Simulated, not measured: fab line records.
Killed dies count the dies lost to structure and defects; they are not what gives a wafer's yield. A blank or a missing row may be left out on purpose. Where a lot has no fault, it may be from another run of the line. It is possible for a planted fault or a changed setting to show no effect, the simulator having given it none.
Matching of chambers || flow n5_finfet || rie_diel-01 running N5_BEOL_M12_VIA_ETCH_16: 4 sister chambers
The step etches SiOC in C4F8/O2/Ar, target depth 724.8 nm. 16 wafers are shown with their chamber, then 8 later ones without.

== WAFERS PAIRED WITH THEIR CHAMBERS ==
{"wafer": "L077.1", "chamber": 2, "showerhead_plenum_p_Torr (Torr)": 3.27, "drypump_motor_current_A (A)": 5.6, "throttle_valve_pct (%)": 24.19}
{"wafer": "L077.4", "chamber": 0, "showerhead_plenum_p_Torr (Torr)": 3.26, "drypump_motor_current_A (A)": 5.9, "throttle_valve_pct (%)": 24.04}
{"wafer": "L077.5", "chamber": 0, "showerhead_plenum_p_Torr (Torr)": 3.26, "drypump_motor_current_A (A)": 5.9, "throttle_valve_pct (%)": 24.04}
{"wafer": "L078.3", "chamber": 2, "showerhead_plenum_p_Torr (Torr)": 3.26, "drypump_motor_current_A (A)": 5.6, "throttle_valve_pct (%)": 24.22}
{"wafer": "L078.4", "chamber": 2, "showerhead_plenum_p_Torr (Torr)": 3.26, "drypump_motor_current_A (A)": 5.6, "throttle_valve_pct (%)": 24.21}
{"wafer": "L078.5", "chamber": 0, "showerhead_plenum_p_Torr (Torr)": 3.25, "drypump_motor_current_A (A)": 5.8, "throttle_valve_pct (%)": 24.05}
{"wafer": "L083.1", "chamber": 2, "showerhead_plenum_p_Torr (Torr)": 3.26, "drypump_motor_current_A (A)": 5.6, "throttle_valve_pct (%)": 24.22}
{"wafer": "L083.4", "chamber": 3, "showerhead_plenum_p_Torr (Torr)": 3.50, "drypump_motor_current_A (A)": 6.8, "throttle_valve_pct (%)": 24.27}
{"wafer": "L083.5", "chamber": 3, "showerhead_plenum_p_Torr (Torr)": 3.50, "drypump_motor_current_A (A)": 6.8, "throttle_valve_pct (%)": 24.25}
{"wafer": "L089.1", "chamber": 3, "showerhead_plenum_p_Torr (Torr)": 3.50, "drypump_motor_current_A (A)": 6.7, "throttle_valve_pct (%)": 24.30}
{"wafer": "L089.4", "chamber": 3, "showerhead_plenum_p_Torr (Torr)": 3.50, "drypump_motor_current_A (A)": 6.7, "throttle_valve_pct (%)": 24.28}
{"wafer": "L089.5", "chamber": 2, "showerhead_plenum_p_Torr (Torr)": 3.25, "drypump_motor_current_A (A)": 5.6, "throttle_valve_pct (%)": 24.23}
{"wafer": "L090.2", "chamber": 1, "showerhead_plenum_p_Torr (Torr)": 3.43, "drypump_motor_current_A (A)": 6.1, "throttle_valve_pct (%)": 24.43}
{"wafer": "L090.3", "chamber": 0, "showerhead_plenum_p_Torr (Torr)": 3.24, "drypump_motor_current_A (A)": 5.9, "throttle_valve_pct (%)": 24.07}
{"wafer": "L090.5", "chamber": 0, "showerhead_plenum_p_Torr (Torr)": 3.24, "drypump_motor_current_A (A)": 5.9, "throttle_valve_pct (%)": 24.07}
{"wafer": "L093.3", "chamber": 3, "showerhead_plenum_p_Torr (Torr)": 3.49, "drypump_motor_current_A (A)": 6.7, "throttle_valve_pct (%)": 24.28}

SIGNATURES (averages over the wafers above)
{"reading": "showerhead_plenum_p_Torr", "chamber 0": 3.2500, "chamber 1": 3.4300, "chamber 2": 3.2600, "chamber 3": 3.4980, "scatter within a chamber": 0.00753}
{"reading": "drypump_motor_current_A", "chamber 0": 5.880, "chamber 1": 6.100, "chamber 2": 5.600, "chamber 3": 6.740, "scatter within a chamber": 0.0408}
{"reading": "throttle_valve_pct", "chamber 0": 24.0540, "chamber 1": 24.4300, "chamber 2": 24.2140, "chamber 3": 24.2760, "scatter within a chamber": 0.0162}
Rule: for each reading, subtract the chamber's mean from the wafer's reading, divide by that reading's scatter and square the result; add these up over the readings and take the root, which gives the wafer's distance from the chamber. The wafer belongs to the nearest chamber; if the next one is less than 2 further off, it can't be placed. The scatter: the root of (the sum of the squares of (reading less its chamber's mean) over the shown wafers, divided by (wafers less chambers)).

== WAFERS WHOSE CHAMBER IS MISSING ==
{"wafer": "L093.5", "showerhead_plenum_p_Torr (Torr)": 3.43, "drypump_motor_current_A (A)": 6.2, "throttle_valve_pct (%)": 24.42}
{"wafer": "L093.6", "showerhead_plenum_p_Torr (Torr)": 3.25, "drypump_motor_current_A (A)": 5.6, "throttle_valve_pct (%)": 24.23}
{"wafer": "L092.2", "showerhead_plenum_p_Torr (Torr)": 3.24, "drypump_motor_current_A (A)": 5.9, "throttle_valve_pct (%)": 24.07}
{"wafer": "L092.4", "showerhead_plenum_p_Torr (Torr)": 3.25, "drypump_motor_current_A (A)": 5.6, "throttle_valve_pct (%)": 24.24}
{"wafer": "L092.5", "showerhead_plenum_p_Torr (Torr)": 3.49, "drypump_motor_current_A (A)": 6.7, "throttle_valve_pct (%)": 24.29}
{"wafer": "L091.3", "showerhead_plenum_p_Torr (Torr)": 3.49, "drypump_motor_current_A (A)": 6.6, "throttle_valve_pct (%)": 24.30}
{"wafer": "L091.4", "showerhead_plenum_p_Torr (Torr)": 3.23, "drypump_motor_current_A (A)": 5.9, "throttle_valve_pct (%)": 24.10}
{"wafer": "L091.5", "showerhead_plenum_p_Torr (Torr)": 3.49, "drypump_motor_current_A (A)": 6.7, "throttle_valve_pct (%)": 24.31}

== WHICH CHAMBER EACH WENT THROUGH ==
{"wafer": "L093.5", "from the rows above": 1, "in truth": 1}
{"wafer": "L093.6", "from the rows above": 2, "in truth": 2}
{"wafer": "L092.2", "from the rows above": 0, "in truth": 0}
{"wafer": "L092.4", "from the rows above": 2, "in truth": 2}
{"wafer": "L092.5", "from the rows above": 3, "in truth": 3}
{"wafer": "L091.3", "from the rows above": 3, "in truth": 3}
{"wafer": "L091.4", "from the rows above": 0, "in truth": 0}
{"wafer": "L091.5", "from the rows above": 3, "in truth": 3}
Correct placement for 8 of the 8. Not placeable from these rows: 0. Wrongly placed: 0.
